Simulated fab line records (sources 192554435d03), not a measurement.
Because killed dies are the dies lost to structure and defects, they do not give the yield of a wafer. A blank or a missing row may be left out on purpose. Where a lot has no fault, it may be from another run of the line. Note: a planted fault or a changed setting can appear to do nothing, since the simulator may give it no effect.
Which of the tools did it? -- flow n5 finfet -- 24 lots with 72 wafers sampled at 3 steps, on a route of 1938 steps

== WHAT EACH GAUGE READ, for each wafer ==
N5_BEOL_M7_CD_MEAS_35: the cd target is 40 nm. Usual: cd nm reads 40.1 nm (standard deviation 0.55).
lot,measured,on,cd nm (nm),flag
L074,day 10 19:02,cd sem-03,40.0 38.9 39.3,
L075,day 11 13:11,cd sem-03,40.6 40.0 41.1,
L077,day 11 20:47,cd sem-03,40.3 40.4 41.5,
L076,day 12 04:47,cd sem-01,39.7 40.4 39.5,
L078,day 12 04:49,cd sem-03,39.7 39.5 39.7,
L079,day 12 09:13,cd sem-01,39.4 40.0 40.8,
L081,day 12 15:19,cd sem-02,39.9 40.8 40.3,
L082,day 12 18:18,cd sem-01,39.8 40.0 40.4,
L080,day 12 20:47,cd sem-03,40.3 40.7 39.7,
L083,day 13 01:43,cd sem-03,40.6 39.9 40.0,
L084,day 13 04:04,cd sem-02,39.7 40.6 39.7,
L085,day 14 00:40,cd sem-02,40.6 39.7 40.7,
L086,day 14 01:27,cd sem-03,40.7 39.9 40.6,
L087,day 14 02:16,cd sem-01,39.8 39.9 40.1,
L088,day 14 04:39,cd sem-01,41.0 40.2 40.3,
L089,day 15 04:25,cd sem-03,39.3 39.4 40.1,
L090,day 15 16:02,cd sem-01,38.4 38.7 39.7,
L092,day 15 16:58,cd sem-01,40.0 40.0 39.5,
L093,day 15 17:37,cd sem-01,40.4 40.5 40.1,
L091,day 16 00:55,cd sem-03,40.1 39.9 40.1,
L096,day 16 22:22,cd sem-02,40.8 40.9 40.6,
L095,day 17 05:22,cd sem-03,40.0 40.8 40.7,
L097,day 17 11:56,cd sem-02,40.4 40.0 39.5,
L094,day 17 12:10,cd sem-03,40.4 40.7 40.3,

== TOOL THAT RAN EACH LOT (tool first, then ch and the chambers of the sampled wafers, then the start) ==
lot,N5_BEOL_M7_ETCH_65,N5_BEOL_M7_ETCH_66
L074,"rie diel-03 ch 2,3, day 10 18:30","rie diel-03 ch 2,3, day 10 18:32"
L075,"rie diel-02 ch 0,2, day 11 12:38","rie diel-02 ch 0,2, day 11 12:40"
L077,"rie diel-05 ch 0,2,3, day 11 20:15","rie diel-05 ch 0,2,3, day 11 20:17"
L076,"rie diel-03 ch 0,1,3, day 12 04:16","rie diel-03 ch 0,1,3, day 12 04:17"
L078,"rie diel-02 ch 1,2, day 12 04:17","rie diel-02 ch 1,2, day 12 04:19"
L079,"rie diel-05 ch 1,2,3, day 12 08:40","rie diel-05 ch 1,2,3, day 12 08:42"
L081,"rie diel-05 ch 1,2,3, day 12 14:47","rie diel-05 ch 1,2,3, day 12 14:49"
L082,"rie diel-05 ch 0,1, day 12 17:46","rie diel-05 ch 0,1, day 12 17:48"
L080,"rie diel-03 ch 0,3, day 12 20:15","rie diel-03 ch 0,3, day 12 20:16"
L083,"rie diel-02 ch 0,1,2, day 13 01:11","rie diel-02 ch 0,1,2, day 13 01:13"
L084,"rie diel-05 ch 0,1,3, day 13 03:31","rie diel-05 ch 0,1,3, day 13 03:33"
L085,"rie diel-05 ch 0,1,3, day 14 00:08","rie diel-05 ch 0,1,3, day 14 00:10"
L086,"rie diel-03 ch 0,3, day 14 00:55","rie diel-03 ch 0,3, day 14 00:56"
L087,"rie diel-03 ch 2,3, day 14 01:44","rie diel-03 ch 2,3, day 14 01:46"
L088,"rie diel-02 ch 0,2, day 14 04:07","rie diel-02 ch 0,2, day 14 04:09"
L089,"rie diel-05 ch 1,3, day 15 03:53","rie diel-05 ch 1,3, day 15 03:55"
L090,"rie diel-05 ch 1,2,3, day 15 15:30","rie diel-05 ch 1,2,3, day 15 15:32"
L092,"rie diel-05 ch 1,2,3, day 15 16:26","rie diel-05 ch 1,2,3, day 15 16:28"
L093,"rie diel-02 ch 3, day 15 16:55","rie diel-02 ch 3, day 15 16:58"
L091,"rie diel-05 ch 0,1,2, day 16 00:17","rie diel-05 ch 0,1,2, day 16 00:19"
L096,"rie diel-02 ch 0,1,2, day 16 21:49","rie diel-02 ch 0,1,2, day 16 21:51"
L095,"rie diel-02 ch 1,2,3, day 17 04:50","rie diel-02 ch 1,2,3, day 17 04:52"
L097,"rie diel-02 ch 1,2,3, day 17 11:23","rie diel-02 ch 1,2,3, day 17 11:25"
L094,"rie diel-03 ch 0,3, day 17 11:38","rie diel-03 ch 0,3, day 17 11:39"
- N5_BEOL_M7_ETCH_65: etches SiARC in CF4, target depth 15.6 nm, time 26 s.
- N5_BEOL_M7_ETCH_66: etches SOC in N2/H2, target depth 80 nm, overetch 16 nm, time 120 s.

== WHAT THE TOOLS THEMSELVES READ (means of the sampled wafers that have a number; where no wafer has one, the mark that the record gives instead) ==
N5_BEOL_M7_ETCH_65. Usual: drypump motor current A is 5.8 A with standard deviation 0.41, etch rf on time s is 25.9 s with standard deviation 0.44, oes product au is 0.67 a.u. with standard deviation 0.078, rf fwd power W is 532.7 W with standard deviation 2.6, rf vpp V is 183.7 V with standard deviation 1.1, showerhead plenum p Torr is 2.12 Torr with standard deviation 0.064, and throttle valve pct is 15.67 % with standard deviation 0.22.
lot,tool,drypump motor current A (A),etch rf on time s (s),oes product au (a.u.),rf fwd power W (W),rf vpp V (V),showerhead plenum p Torr (Torr),throttle valve pct (%),flag
L074,rie diel-03,5.6,26.4,0.59,534.8,185.3,2.15,15.79,
L075,rie diel-02,5.2,25.5,0.79,534.1,184.3,2.15,15.53,
L077,rie diel-05,6.1,26.2,0.67,533.4,183.7,2.12,15.67,
L076,rie diel-03,5.7,26.0,0.62,537.6,184.4,2.19,15.81,
L078,rie diel-02,5.9,25.5,0.70,529.0,182.3,2.07,15.69,
L079,rie diel-05,6.0,25.7,0.72,533.7,184.6,2.13,15.59,
L081,rie diel-05,6.0,25.8,0.72,531.5,183.5,2.13,15.60,
L082,rie diel-05,5.5,26.3,0.68,532.3,184.9,2.15,15.39,
L080,rie diel-03,5.7,26.0,0.62,534.6,185.0,2.22,15.77,
L083,rie diel-02,5.5,25.3,0.71,531.9,183.0,2.10,15.66,
L084,rie diel-05,5.8,26.3,0.65,530.9,183.7,2.14,15.61,
L085,rie diel-05,5.8,26.3,0.64,532.7,183.8,2.14,15.61,
L086,rie diel-03,5.6,26.4,0.61,536.7,185.3,2.21,15.79,
L087,rie diel-03,5.6,26.3,0.58,536.0,184.6,2.14,15.83,
L088,rie diel-02,5.2,25.6,0.76,534.1,183.9,2.15,15.55,
L089,rie diel-05,5.6,26.2,0.67,531.7,183.7,2.15,15.58,
L090,rie diel-05,6.0,25.7,0.69,531.2,184.3,2.12,15.67,
L092,rie diel-05,5.9,25.8,0.68,532.9,183.3,2.12,15.67,
L093,rie diel-02,5.9,25.4,0.60,533.1,182.6,2.04,15.69,
L091,rie diel-05,5.8,26.2,0.75,532.2,183.8,2.12,15.37,
L096,rie diel-02,5.5,25.9,0.69,531.7,183.8,2.09,15.71,
L095,rie diel-02,5.8,25.8,0.62,531.8,182.4,2.04,15.76,
L097,rie diel-02,5.8,26.3,0.62,532.5,182.1,2.04,15.78,
L094,rie diel-03,5.6,26.2,0.60,535.6,184.3,2.21,15.82,

N5_BEOL_M7_ETCH_66. Usual: drypump motor current A 5.8 A, standard deviation 0.41; oes product au 0.60 a.u., standard deviation 0.066; rf fwd power W 836.3 W, standard deviation 3; rf vpp V 523.2 V, standard deviation 2.4; showerhead plenum p Torr 2.52 Torr, standard deviation 0.081; throttle valve pct 17.90 %, standard deviation 0.21.
lot,tool,drypump motor current A (A),oes product au (a.u.),rf fwd power W (W),rf vpp V (V),showerhead plenum p Torr (Torr),throttle valve pct (%),flag
L074,rie diel-03,5.6,0.54,837.7,523.7,2.57,17.96,
L075,rie diel-02,5.2,0.70,839.3,524.3,2.56,17.75,
L077,rie diel-05,6.1,0.60,836.6,523.4,2.51,17.85,
L076,rie diel-03,5.7,0.56,835.8,525.6,2.61,18.09,
L078,rie diel-02,5.9,0.61,833.6,521.4,2.46,17.94,
L079,rie diel-05,6.0,0.64,836.7,524.1,2.54,17.81,
L081,rie diel-05,6.0,0.64,832.9,523.2,2.54,17.82,
L082,rie diel-05,5.5,0.62,834.5,523.6,2.55,17.66,
L080,rie diel-03,5.7,0.55,835.7,525.5,2.64,17.99,
L083,rie diel-02,5.5,0.63,835.8,523.1,2.49,17.91,
L084,rie diel-05,5.8,0.59,837.7,524.1,2.53,17.84,
L085,rie diel-05,5.8,0.58,833.1,523.4,2.53,17.84,
L086,rie diel-03,5.6,0.55,833.9,526.5,2.64,18.02,
L087,rie diel-03,5.5,0.52,836.3,524.6,2.56,18.00,
L088,rie diel-02,5.2,0.67,837.6,523.8,2.55,17.79,
L089,rie diel-05,5.7,0.61,834.9,524.5,2.55,17.83,
L090,rie diel-05,6.0,0.61,838.2,523.7,2.52,17.87,
L092,rie diel-05,5.9,0.61,837.2,523.6,2.52,17.87,
L093,rie diel-02,5.9,0.53,832.9,519.8,2.41,17.96,
L091,rie diel-05,5.8,0.67,835.5,523.0,2.51,17.62,
L096,rie diel-02,5.5,0.60,837.7,522.1,2.48,17.96,
L095,rie diel-02,5.8,0.56,834.8,519.8,2.42,18.02,
L097,rie diel-02,5.9,0.55,838.0,520.8,2.42,18.02,
L094,rie diel-03,5.7,0.54,838.1,525.7,2.63,18.05,

== THE ANSWER, worked out from the rows above alone ==
Rule: take the mean of a lot's wafers that have a number; if it is more than 3 standard deviations from the usual mean, the lot is off. A lot without any number at a reading at which 4 lots or more have one is off too. Any other lot the step has rows for is counted as sound. The gauges are gone through in route order, then the tools' own readings, and for those a lot's mean is taken as printed above. The first step at which some lot is off is used, and at that step the reading that is off furthest; a lot without a number counts as furthest.
No lot is off on any of the readings shown, so nothing can be concluded from this.

== WHAT WAS PUT IN BY THE SIMULATOR ==
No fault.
